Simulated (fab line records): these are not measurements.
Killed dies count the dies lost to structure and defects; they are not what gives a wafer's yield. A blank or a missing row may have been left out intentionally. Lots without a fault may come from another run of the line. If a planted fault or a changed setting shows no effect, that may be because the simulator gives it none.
fab line records | flow nand-harc
record: lots: 7 wafers: 21 last-day: 34
route steps=1302 shown A_CHANNEL_FILL_D2@635 A_STAIRCASE@639
lots untouched by any fault: they come from a run of this same line in which no faults occurred
start-h: hours from the record's first day to the start of the lot's first wafer shown | wait-h: how many hours have passed since the lot's step before this one | " the same as in the row above | L1.1+2: one row covering several wafers at once | - value missing, or start not given | * or withheld: withheld | < > ~ a bound
route shown NAME@n: names a module that has steps shown in the file, with the first one's number in the route | usual: mean/standard deviation taken from wafers without a fault | same: alike in all rows | chamber/n: place in a boat | sites: each site's reading | _std_site: the values' standard deviation | _edge_site: outer sites' mean less inner sites' | radius-mm: how far each site lies from the wafer's centre | mask NAME#n: copy n | behind: the last tool/chamber to shape the wafer | hold: cause of the lot's hold/its duration in hours/its outcome | device: the transistor (n, p or np) that didn't switch | end of line: the route-end tests of the same wafers | step lacking rows: just its recipe | killed: at the first sort, the dies lost to defects and structure; wafer yield is something else | map: per-die view of a wafer (x killed, . not killed, _ where there is no die)
set.NAME: the run value of the setting; set.NAME@STEP: its run value at that earlier step | model.NAME: the simulator's own value behind a step, which no gauge read
lots at some steps of the route; a table a step, a row a wafer
services: from which hour (start-h, from the record's first day; less than 0 if before it) a tool's chamber was out of use, for how many hours, and why
== steps ==
step: NHARC_A_CHANNEL_FILL_D2_SRD_12
step: NHARC_A_CHANNEL_FILL_D2_RTA_24
recipe: temp-c: 1000 time-s: 5
usual: lamp-power-pct: 33/3.6 lamp_zone_7_pct: 33/3.7 wafer_temp_C_max: 1005.8/1.2
columns lot.wafer tool chamber start-h wait-h lamp-power-pct lamp_zone_7_pct wafer_temp_C_max
L223.1 rtp-anneal-01 0 361.78 0.0 29 29 1005.6
L223.4 " 0 " " 29 29 1005.9
L223.6 " 0 " " 29 29 1005.3
L224.3 rtp-anneal-02 0 380.27 0.3 36 37 1006.1
L224.5 " 0 " " 36 36 1006.4
L224.6 " 0 " " 36 36 1006.4
L235.1 rtp-anneal-02 0 469.48 0.0 36 37 1005.3
L235.2 " 0 " " 36 36 1008.7
L235.4 " 0 " " 36 36 1004.2
L234.1 rtp-anneal-01 0 469.48 0.0 29 29 1004.7
L234.4 " 0 " " 29 29 1005.0
L234.5 " 0 " " 29 29 1004.6
L236.1 rtp-anneal-02 0 493.02 0.0 36 36 1007.2
L236.2 " 0 " " 36 36 1006.3
L236.5 " 0 " " 36 37 1006.3
L243.3 rtp-anneal-01 0 576.40 0.2 29 29 1005.5
L243.4 " 0 " " 29 29 1003.5
L243.6 " 0 " " 29 29 1004.1
L245.1 rtp-anneal-02 0 593.51 0.0 36 37 1006.2
L245.3 " 0 " " 36 36 1005.4
L245.4 " 0 " " 36 37 1006.6
step: NHARC_A_CHANNEL_FILL_D2_INSPECT_13
usual: raw-defect-count: 414/170
columns lot.wafer tool chamber start-h wait-h raw-defect-count
L223.1 defect-inspect-02 - 361.98 0.2 1039
L223.4 " - " " 820
L223.6 " - " " 545
L224.3 defect-inspect-02 - 380.41 0.1 323
L224.5 " - " " 347
L224.6 " - " " 428
L235.1 defect-inspect-01 - 469.67 0.2 360
L235.2 " - " " 423
L235.4 " - " " 267
L234.1 defect-inspect-02 - 469.67 0.2 285
L234.4 " - " " 208
L234.5 " - " " 385
L236.1 defect-inspect-01 - 493.22 0.2 340
L236.2 " - " " 618
L236.5 " - " " 390
L243.3 defect-inspect-02 - 576.55 0.1 319
L243.4 " - " " 634
L243.6 " - " " 237
L245.1 defect-inspect-02 - 593.71 0.2 307
L245.3 " - " " 241
L245.4 " - " " 386
step: NHARC_A_STAIRCASE_DEP_156
recipe: target-thk-a: 500 temp-c: 400 target-thk-nm: 50 flow-sccm: 200 rf-w: 450 material: SiNx
usual: heater-power-w: 709/91
columns lot.wafer tool chamber start-h wait-h heater-power-w
L223.1 pecvd-03 2 362.04 0.1 882
L223.6 " 0 " " 618
L223.4 " 1 " " 773
L224.3 pecvd-02 0 380.48 0.1 871
L224.6 " 1 " " 585
L224.5 " 2 " " 632
L235.1 pecvd-03 2 469.77 0.1 718
L235.2 " 0 " " 615
L235.4 " 1 " " 790
L234.1 pecvd-04 0 469.81 0.1 694
L234.5 " 1 " " 754
L234.4 " 2 " " 645
L236.1 pecvd-02 1 493.31 0.1 610
L236.2 " 2 " " 682
L236.5 " 1 " " 623
L243.3 pecvd-03 2 576.61 0.1 795
L243.6 " 0 " " 598
L243.4 " 1 " " 752
L245.3 pecvd-03 1 594.76 1.1 791
L245.1 " 0 " " 628
L245.4 " 0 " " 629
step: NHARC_A_STAIRCASE_DEHYDRATE_158
recipe: temp-c: 150 time-s: 120
step: NHARC_A_STAIRCASE_HMDS_159
recipe: time-s: 30
step: NHARC_A_STAIRCASE_COAT_160
recipe: spin-rpm: 1200
step: NHARC_A_STAIRCASE_SOFTBAKE_161
recipe: temp-c: 135 time-s: 170
step: NHARC_A_STAIRCASE_EBR_162
step: NHARC_A_STAIRCASE_EXPOSE_163
recipe: na: 0.5 dose-mj: 20.01 mask-id: STAIR_OPEN
step: NHARC_A_STAIRCASE_PEB_164
recipe: peb-temp-c: 115 peb-time-s: 130
usual: chill-plate-temp-C: 22.99/0.094 exhaust-pa: 45.0/0.81
columns lot.wafer tool chamber start-h wait-h chill-plate-temp-C exhaust-pa
L223.1 litho-track-05 0 362.71 0.1 23.10 46.3
L223.4 " 0 " " 22.98 44.7
L223.6 " 0 " " 23.05 44.4
L224.3 litho-track-03 0 381.03 0.1 23.00 44.3
L224.5 " 0 " " 22.86 45.0
L224.6 " 0 " " 22.94 44.3
L235.1 litho-track-07 - 470.41 0.1 - -
L235.2 " - " " - -
L235.4 " - " " - -
L234.1 litho-track-05 - 470.57 0.1 - -
L234.4 " - " " - -
L234.5 " - " " - -
L236.1 litho-track-07 - 493.83 0.1 - -
L236.2 " - " " - -
L236.5 " - " " - -
L243.3 litho-track-03 0 577.35 0.0 22.82 46.1
L243.4 " 0 " " 23.00 44.6
L243.6 " 0 " " 23.16 43.6
L245.1 litho-track-03 0 595.44 0.1 22.99 44.9
L245.3 " 0 " " 22.97 45.7
L245.4 " 0 " " 22.95 43.5
step: NHARC_A_STAIRCASE_DEVELOP_165
recipe: time-s: 140
== services ==
columns tool chamber start-h hours kind
pecvd-04 1 349.72 4.1 repair
pecvd-03 - 360.88 1.1 repair
pecvd-03 - 366.00 13.0 pm
pecvd-03 0 366.00 13.0 vent-cycle
pecvd-03 1 366.00 13.0 vent-cycle
pecvd-03 2 366.00 13.0 vent-cycle
rtp-anneal-01 - 372.00 12.0 pm
pecvd-02 2 388.11 4.9 repair
pecvd-02 1 389.90 5.8 repair
pecvd-02 - 408.00 13.0 pm
pecvd-04 - 421.20 0.6 repair
litho-track-07 - 426.00 7.0 pm
pecvd-04 1 449.10 4.6 repair
litho-track-03 - 450.01 7.0 pm
pecvd-04 - 450.39 13.0 pm
litho-track-05 - 474.00 7.0 pm
pecvd-04 0 483.40 4.5 repair
pecvd-03 - 510.83 1.3 repair
pecvd-02 - 517.43 2.6 repair
pecvd-02 0 524.24 4.8 repair
pecvd-03 - 547.00 13.0 pm
pecvd-04 1 547.83 4.8 repair
pecvd-04 - 584.38 26.0 repair
pecvd-02 - 589.10 13.0 pm
== key ==
first-sign: step: NHARC_A_STAIRCASE_PEB_164 reading: tool-record direction: missing
effect none on later readings
met-at NHARC_A_STAIRCASE_PEB_164
struck-wafers L234.1,L234.4,L234.5,L235.1,L235.2,L235.4,L236.1,L236.2,L236.5
later-rows-left-out L234.1,L234.4,L234.5,L235.1,L235.2,L235.4,L236.1,L236.2,L236.5
sort-left-out L234.1,L234.4,L234.5,L235.1,L235.2,L235.4,L236.1,L236.2,L236.5
tester-left-out L234,L235,L236
onset-between 362.71 470.41
fault: kind: skipped-step-whole tool: litho-track-05,litho-track-07 chamber: - onset-h: 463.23 steps: NHARC_A_STAIRCASE_PEB_164 scope: struck-lots-only
tester-left-out: of these lots the tester's yield and bins aren't shown, on N5 and GAA mostly nor the transistor test; their killed dies are dies lost to structure and defects alone, not to doping, threshold or leakage, so they don't give the yield
sort-left-out: the simulated sort isn't trusted on such a fault, so these wafers' sort isn't shown, and their yield isn't known
later-rows-left-out: the simulator's readings of these wafers behind a module that went badly wrong aren't trusted and aren't shown, but for the sort
